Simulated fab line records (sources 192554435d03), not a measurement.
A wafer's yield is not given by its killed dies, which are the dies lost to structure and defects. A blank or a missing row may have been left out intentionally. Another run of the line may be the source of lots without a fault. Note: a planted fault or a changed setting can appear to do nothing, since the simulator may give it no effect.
Chamber matching -- flow n5Finfet -- 4 sister chambers for N5_BEOL_M13_ETCH_59 on rieDiel-01
The step etches BARC in N2/H2, target depth 89 nm, overetch 26.7 nm, time 67.9 s. 16 wafers are shown with their chamber, then 8 later ones without.

WAFERS WITH THEIR CHAMBER
wafer,chamber,drypumpMotorCurrentA (A),showerheadPlenumPTorr (Torr),rfVppV (V)
L078.1,0,5.0,2.63,528.1
L078.3,1,5.2,2.60,524.3
L078.5,2,5.6,2.51,524.4
L082.2,3,4.8,2.50,521.5
L082.3,0,5.0,2.63,527.4
L082.4,0,5.0,2.63,525.5
L081.2,0,5.0,2.63,526.5
L081.3,3,4.8,2.50,523.2
L081.5,2,5.5,2.51,524.0
L088.2,1,5.2,2.59,525.8
L088.3,0,5.0,2.62,526.5
L088.5,3,4.7,2.49,523.4
L094.3,2,5.6,2.50,522.8
L094.4,0,5.0,2.62,526.9
L094.5,2,5.5,2.50,522.4
L089.3,1,5.2,2.59,525.6

SIGNATURES (averages over the wafers above)
reading,chamber 0,chamber 1,chamber 2,chamber 3,scatter within a chamber
drypumpMotorCurrentA,5.000,5.200,5.550,4.767,0.0373
showerheadPlenumPTorr,2.6267,2.5933,2.5050,2.4967,0.00553
rfVppV,526.817,525.233,523.400,522.700,0.92
Rule: for a wafer and a chamber, the distance is found by dividing, reading by reading, the gap between the wafer's reading and the chamber's mean by the reading's scatter, squaring, summing and taking the root. If the next closest chamber is less than 2 further off than the closest, the wafer can't be placed; otherwise it belongs to the closest. How the scatter is found: for the shown wafers, subtract from each reading the mean of its chamber, square and add these, divide the total by (wafers less chambers), then take the root.

WAFERS WHOSE CHAMBER IS MISSING
wafer,drypumpMotorCurrentA (A),showerheadPlenumPTorr (Torr),rfVppV (V)
L089.5,5.5,2.50,523.3
L089.6,5.2,2.59,526.0
L087.1,5.6,2.49,522.2
L087.2,5.2,2.59,523.8
L087.3,5.0,2.62,525.2
L086.3,5.2,2.58,525.1
L086.4,4.7,2.48,522.8
L086.5,5.0,2.61,526.0

EACH ONE'S CHAMBER
wafer,from the rows above,in truth
L089.5,2,2
L089.6,1,1
L087.1,2,2
L087.2,1,1
L087.3,0,0
L086.3,1,1
L086.4,3,3
L086.5,0,0
Correctly placed: 8 of 8. Not placeable from these rows: 0. Wrongly placed: 0.
